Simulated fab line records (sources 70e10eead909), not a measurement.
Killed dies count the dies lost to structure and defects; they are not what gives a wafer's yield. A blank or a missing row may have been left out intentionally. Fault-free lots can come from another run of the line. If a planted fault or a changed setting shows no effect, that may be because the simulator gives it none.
What tool caused it? / flow nand-harc / 13 lots, 34 wafers sampled, at 6 steps of a route of 1159

WHAT EACH GAUGE READ, for each wafer
NHARC_END_SORT_01.
lot=L240; measured=day 22 22:49; on=prober-01; killed-at-array=83; killed-at-other=0; killed-at-periphery=4; killed-dies=87; killed-open=4; killed-short=2
lot=L242; measured=day 21 18:45; on=prober-01; killed-at-array=86 71; killed-at-other=1 1; killed-at-periphery=1 2; killed-dies=88 74; killed-open=5 4; killed-short=2 4
lot=L245; measured=day 22 23:49; on=prober-01; killed-at-array=85; killed-at-other=0; killed-at-periphery=0; killed-dies=85; killed-open=0; killed-short=2

EACH LOT AND THE TOOL THAT RAN IT (in order: tool; ch and the chambers of the sampled wafers; start)
lot=L238; NHARC_A_CONTACT_ETCH_115=har-cap-etch-01 ch 0,1, day 17 00:24; NHARC_A_CONTACT_ETCH_102=rie-diel-11 ch 0,2,3, day 17 02:15; NHARC_A_CONTACT_DESCUM_74=rie-diel-06 ch 0,1,2, day 17 05:34; NHARC_A_CONTACT_ETCH_124=har-cap-etch-02 ch 0,1, day 17 06:41; NHARC_A_CONTACT_ETCH_128=har-cap-etch-02 ch 0,1, day 17 07:19
lot=L234; NHARC_A_CONTACT_ETCH_115=har-cap-etch-02 ch 0,1, day 17 01:02; NHARC_A_CONTACT_ETCH_102=rie-diel-09 ch 0,2, day 17 02:56; NHARC_A_CONTACT_DESCUM_74=rie-diel-09 ch 1,2, day 17 06:20; NHARC_A_CONTACT_ETCH_124=har-cap-etch-03 ch 0,1, day 17 07:44; NHARC_A_CONTACT_ETCH_128=har-cap-etch-03 ch 0,1, day 17 08:22
lot=L240; NHARC_A_CONTACT_ETCH_115=har-cap-etch-01 ch 1, day 18 01:41; NHARC_A_CONTACT_ETCH_102=rie-diel-06 ch 1, day 18 03:31; NHARC_A_CONTACT_DESCUM_74=rie-diel-06 ch 0, day 18 19:14; NHARC_A_CONTACT_ETCH_124=har-cap-etch-03 ch 0, day 18 20:28; NHARC_A_CONTACT_ETCH_128=har-cap-etch-03 ch 0, day 18 21:03
lot=L241; NHARC_A_CONTACT_ETCH_115=har-cap-etch-02 ch 0,1, day 18 08:22; NHARC_A_CONTACT_ETCH_102=rie-diel-09 ch 1,2,3, day 18 10:13; NHARC_A_CONTACT_DESCUM_74=rie-diel-09 ch 1,2, day 18 14:52; NHARC_A_CONTACT_ETCH_124=har-cap-etch-03 ch 0,1, day 18 16:19; NHARC_A_CONTACT_ETCH_128=har-cap-etch-03 ch 0,1, day 18 16:56
lot=L242; NHARC_A_CONTACT_ETCH_115=har-cap-etch-01 ch 1, day 18 15:20; NHARC_A_CONTACT_ETCH_102=rie-diel-11 ch 0,2, day 18 17:43; NHARC_A_CONTACT_DESCUM_74=rie-diel-06 ch 0,1, day 19 02:02; NHARC_A_CONTACT_ETCH_124=har-cap-etch-01 ch 0,1, day 19 03:50; NHARC_A_CONTACT_ETCH_128=har-cap-etch-01 ch 0,1, day 19 04:26
lot=L245; NHARC_A_CONTACT_ETCH_115=har-cap-etch-01 ch 1, day 19 07:23; NHARC_A_CONTACT_ETCH_102=rie-diel-09 ch 2, day 19 09:24; NHARC_A_CONTACT_DESCUM_74=rie-diel-09 ch 2, day 19 15:19; NHARC_A_CONTACT_ETCH_124=har-cap-etch-01 ch 0, day 19 16:50; NHARC_A_CONTACT_ETCH_128=har-cap-etch-01 ch 0, day 19 17:26
lot=L246; NHARC_A_CONTACT_ETCH_115=har-cap-etch-02 ch 0,1, day 19 08:10; NHARC_A_CONTACT_ETCH_102=rie-diel-06 ch 0,1,3, day 19 10:20; NHARC_A_CONTACT_DESCUM_74=rie-diel-06 ch 1,2, day 19 13:41; NHARC_A_CONTACT_ETCH_124=har-cap-etch-03 ch 0,1, day 19 15:03; NHARC_A_CONTACT_ETCH_128=har-cap-etch-03 ch 0,1, day 19 15:40
lot=L247; NHARC_A_CONTACT_ETCH_115=har-cap-etch-02 ch 0,1, day 19 14:16; NHARC_A_CONTACT_ETCH_102=rie-diel-06 ch 1,2, day 19 16:29; NHARC_A_CONTACT_DESCUM_74=rie-diel-06 ch 0,1,3, day 19 20:49; NHARC_A_CONTACT_ETCH_124=har-cap-etch-01 ch 0,1, day 19 22:10; NHARC_A_CONTACT_ETCH_128=har-cap-etch-01 ch 0,1, day 19 22:47
lot=L251; NHARC_A_CONTACT_ETCH_115=har-cap-etch-03 ch 0,1, day 20 08:19; NHARC_A_CONTACT_ETCH_102=rie-diel-09 ch 1,2,3, day 20 10:14; NHARC_A_CONTACT_DESCUM_74=rie-diel-06 ch 0,1,3, day 20 13:59; NHARC_A_CONTACT_ETCH_124=har-cap-etch-02 ch 0,1, day 20 15:10; NHARC_A_CONTACT_ETCH_128=har-cap-etch-02 ch 0,1, day 20 15:47
lot=L252; NHARC_A_CONTACT_ETCH_115=har-cap-etch-03 ch 0,1, day 20 12:58; NHARC_A_CONTACT_ETCH_102=rie-diel-09 ch 0,1, day 20 14:52; NHARC_A_CONTACT_DESCUM_74=rie-diel-09 ch 0,1,3, day 20 18:11; NHARC_A_CONTACT_ETCH_124=har-cap-etch-03 ch 0,1, day 20 19:22; NHARC_A_CONTACT_ETCH_128=har-cap-etch-03 ch 0,1, day 20 19:58
lot=L253; NHARC_A_CONTACT_ETCH_115=har-cap-etch-02 ch 0,1, day 21 04:24; NHARC_A_CONTACT_ETCH_102=rie-diel-09 ch 2,3, day 21 06:14; NHARC_A_CONTACT_DESCUM_74=rie-diel-06 ch 0,1,3, day 21 11:17; NHARC_A_CONTACT_ETCH_124=har-cap-etch-03 ch 0,1, day 21 12:23; NHARC_A_CONTACT_ETCH_128=har-cap-etch-03 ch 0,1, day 21 13:01
lot=L254; NHARC_A_CONTACT_ETCH_115=har-cap-etch-01 ch 0,1, day 21 11:40; NHARC_A_CONTACT_ETCH_102=rie-diel-06 ch 0,1,2, day 21 13:30; NHARC_A_CONTACT_DESCUM_74=rie-diel-09 ch 2,3, day 21 16:47; NHARC_A_CONTACT_ETCH_124=har-cap-etch-01 ch 0, day 21 17:57; NHARC_A_CONTACT_ETCH_128=har-cap-etch-01 ch 0, day 21 18:34
lot=L257; NHARC_A_CONTACT_ETCH_115=har-cap-etch-02 ch 0,1, day 22 01:30; NHARC_A_CONTACT_ETCH_102=rie-diel-09 ch 1,2,3, day 22 03:39; NHARC_A_CONTACT_DESCUM_74=rie-diel-09 ch 0,1,3, day 22 06:56; NHARC_A_CONTACT_ETCH_124=har-cap-etch-02 ch 0,1, day 22 08:04; NHARC_A_CONTACT_ETCH_128=har-cap-etch-02 ch 0,1, day 22 08:41
- NHARC_A_CONTACT_ETCH_115: etches the open film in C4F8/O2/Ar, time 94 s, target depth 922 nm.
- NHARC_A_CONTACT_ETCH_102: etches the open film in CF4/O2, target depth 70 nm, overetch 7 nm, time 38.5 s.
- NHARC_A_CONTACT_DESCUM_74: chemistry O2, time 3 s.
- NHARC_A_CONTACT_ETCH_124: etches the open film in C4F8/O2/Ar, time 140 s, target depth 700 nm.
- NHARC_A_CONTACT_ETCH_128: etches the open film in C4F8/O2/Ar, time 155 s, target depth 956 nm.

AS READ BY THE TOOLS THEMSELVES (means over the sampled wafers that have a number; for cases with no such wafer, the mark the record gives instead)
NHARC_A_CONTACT_ETCH_102.
lot=L238; tool=rie-diel-11; bias-w (W)=100.04; cf4-flow-sccm (sccm)=80.26; drypump-motor-current-A (A)=6.0; oes-product-au (a.u.)=1.003; rf-vpp-V (V)=199.4; showerhead-plenum-p-Torr (Torr)=1.41; throttle-valve-pct (%)=13.394
lot=L234; tool=rie-diel-09; bias-w (W)=100.20; cf4-flow-sccm (sccm)=79.63; drypump-motor-current-A (A)=5.5; oes-product-au (a.u.)=1.005; rf-vpp-V (V)=197.7; showerhead-plenum-p-Torr (Torr)=1.31; throttle-valve-pct (%)=13.397
lot=L240; tool=rie-diel-06; bias-w (W)=99.93; cf4-flow-sccm (sccm)=80.38; drypump-motor-current-A (A)=5.4; oes-product-au (a.u.)=0.994; rf-vpp-V (V)=197.5; showerhead-plenum-p-Torr (Torr)=1.34; throttle-valve-pct (%)=13.407
lot=L241; tool=rie-diel-09; bias-w (W)=99.78; cf4-flow-sccm (sccm)=79.96; drypump-motor-current-A (A)=5.3; oes-product-au (a.u.)=1.009; rf-vpp-V (V)=197.5; showerhead-plenum-p-Torr (Torr)=1.32; throttle-valve-pct (%)=13.396
lot=L242; tool=rie-diel-11; bias-w (W)=99.94; cf4-flow-sccm (sccm)=79.65; drypump-motor-current-A (A)=6.2; oes-product-au (a.u.)=0.991; rf-vpp-V (V)=200.1; showerhead-plenum-p-Torr (Torr)=1.43; throttle-valve-pct (%)=13.410
lot=L245; tool=rie-diel-09; bias-w (W)=99.61; cf4-flow-sccm (sccm)=80.26; drypump-motor-current-A (A)=5.5; oes-product-au (a.u.)=1.009; rf-vpp-V (V)=196.4; showerhead-plenum-p-Torr (Torr)=1.32; throttle-valve-pct (%)=13.387
lot=L246; tool=rie-diel-06; bias-w (W)=99.89; cf4-flow-sccm (sccm)=79.82; drypump-motor-current-A (A)=5.8; oes-product-au (a.u.)=1.006; rf-vpp-V (V)=198.4; showerhead-plenum-p-Torr (Torr)=1.37; throttle-valve-pct (%)=13.396
lot=L247; tool=rie-diel-06; bias-w (W)=99.84; cf4-flow-sccm (sccm)=79.97; drypump-motor-current-A (A)=5.3; oes-product-au (a.u.)=1.014; rf-vpp-V (V)=198.7; showerhead-plenum-p-Torr (Torr)=1.39; throttle-valve-pct (%)=13.396
lot=L251; tool=rie-diel-09; bias-w (W)=100.07; cf4-flow-sccm (sccm)=80.06; drypump-motor-current-A (A)=5.3; oes-product-au (a.u.)=0.999; rf-vpp-V (V)=196.9; showerhead-plenum-p-Torr (Torr)=1.32; throttle-valve-pct (%)=13.397
lot=L252; tool=rie-diel-09; bias-w (W)=99.98; cf4-flow-sccm (sccm)=80.36; drypump-motor-current-A (A)=5.2; oes-product-au (a.u.)=0.990; rf-vpp-V (V)=196.5; showerhead-plenum-p-Torr (Torr)=1.32; throttle-valve-pct (%)=13.401
lot=L253; tool=rie-diel-09; bias-w (W)=100.24; cf4-flow-sccm (sccm)=80.06; drypump-motor-current-A (A)=5.6; oes-product-au (a.u.)=0.999; rf-vpp-V (V)=195.8; showerhead-plenum-p-Torr (Torr)=1.27; throttle-valve-pct (%)=13.407
lot=L254; tool=rie-diel-06; bias-w (W)=99.76; cf4-flow-sccm (sccm)=80.15; drypump-motor-current-A (A)=5.4; oes-product-au (a.u.)=0.991; rf-vpp-V (V)=199.1; showerhead-plenum-p-Torr (Torr)=1.40; throttle-valve-pct (%)=13.400
lot=L257; tool=rie-diel-09; bias-w (W)=99.95; cf4-flow-sccm (sccm)=80.30; drypump-motor-current-A (A)=5.3; oes-product-au (a.u.)=0.997; rf-vpp-V (V)=196.9; showerhead-plenum-p-Torr (Torr)=1.31; throttle-valve-pct (%)=13.391

NHARC_A_CONTACT_DESCUM_74.
lot=L238; tool=rie-diel-06; drypump-motor-current-A (A)=5.4; oes-product-au (a.u.)=0.998; rf-vpp-V (V)=57.9; showerhead-plenum-p-Torr (Torr)=1.91; throttle-valve-pct (%)=11.306
lot=L234; tool=rie-diel-09; drypump-motor-current-A (A)=5.0; oes-product-au (a.u.)=0.998; rf-vpp-V (V)=58.0; showerhead-plenum-p-Torr (Torr)=1.95; throttle-valve-pct (%)=11.312
lot=L240; tool=rie-diel-06; drypump-motor-current-A (A)=5.5; oes-product-au (a.u.)=1.002; rf-vpp-V (V)=57.3; showerhead-plenum-p-Torr (Torr)=1.76; throttle-valve-pct (%)=11.305
lot=L241; tool=rie-diel-09; drypump-motor-current-A (A)=5.2; oes-product-au (a.u.)=0.993; rf-vpp-V (V)=58.1; showerhead-plenum-p-Torr (Torr)=1.93; throttle-valve-pct (%)=11.319
lot=L242; tool=rie-diel-06; drypump-motor-current-A (A)=5.5; oes-product-au (a.u.)=1.002; rf-vpp-V (V)=58.6; showerhead-plenum-p-Torr (Torr)=2.00; throttle-valve-pct (%)=11.308
lot=L245; tool=rie-diel-09; drypump-motor-current-A (A)=5.5; oes-product-au (a.u.)=0.999; rf-vpp-V (V)=57.8; showerhead-plenum-p-Torr (Torr)=1.89; throttle-valve-pct (%)=11.297
lot=L246; tool=rie-diel-06; drypump-motor-current-A (A)=5.3; oes-product-au (a.u.)=1.011; rf-vpp-V (V)=58.0; showerhead-plenum-p-Torr (Torr)=2.00; throttle-valve-pct (%)=11.314
lot=L247; tool=rie-diel-06; drypump-motor-current-A (A)=5.8; oes-product-au (a.u.)=1.003; rf-vpp-V (V)=58.8; showerhead-plenum-p-Torr (Torr)=1.96; throttle-valve-pct (%)=11.308
lot=L251; tool=rie-diel-06; drypump-motor-current-A (A)=5.8; oes-product-au (a.u.)=0.995; rf-vpp-V (V)=58.0; showerhead-plenum-p-Torr (Torr)=1.96; throttle-valve-pct (%)=11.315
lot=L252; tool=rie-diel-09; drypump-motor-current-A (A)=5.3; oes-product-au (a.u.)=0.998; rf-vpp-V (V)=57.5; showerhead-plenum-p-Torr (Torr)=1.87; throttle-valve-pct (%)=11.302
lot=L253; tool=rie-diel-06; drypump-motor-current-A (A)=5.8; oes-product-au (a.u.)=1.002; rf-vpp-V (V)=57.3; showerhead-plenum-p-Torr (Torr)=1.96; throttle-valve-pct (%)=11.323
lot=L254; tool=rie-diel-09; drypump-motor-current-A (A)=5.6; oes-product-au (a.u.)=0.996; rf-vpp-V (V)=57.6; showerhead-plenum-p-Torr (Torr)=1.82; throttle-valve-pct (%)=11.308
lot=L257; tool=rie-diel-09; drypump-motor-current-A (A)=5.3; oes-product-au (a.u.)=1.005; rf-vpp-V (V)=58.4; showerhead-plenum-p-Torr (Torr)=1.87; throttle-valve-pct (%)=11.315

THE ANSWER, worked out from the rows above alone
Rule: the lots themselves supply what counts as usual. Put in order of their means at a reading, lots are off if they are a third of the lots or fewer, leave a main group of 4 or more, and stand apart from it by a gap of 3 or more times the standard deviation of the main group's means; of several such gaps the widest counts. A main group whose means are all the same, to the digits that the tables above print for the reading, isn't used. Also off: a lot with no number at a reading for which 4 or more lots have one. The other lots that the step has rows for count as sound. The gauges are gone through in route order, then the tools' own readings, and for those a lot's mean is taken as printed above. The first step at which some lot is off is used, and at that step the reading that is off furthest; a lot without a number counts as furthest.
Across all readings shown, no lot is off: no conclusion can be drawn from this.

WHAT HAD BEEN PUT IN BY THE SIMULATOR
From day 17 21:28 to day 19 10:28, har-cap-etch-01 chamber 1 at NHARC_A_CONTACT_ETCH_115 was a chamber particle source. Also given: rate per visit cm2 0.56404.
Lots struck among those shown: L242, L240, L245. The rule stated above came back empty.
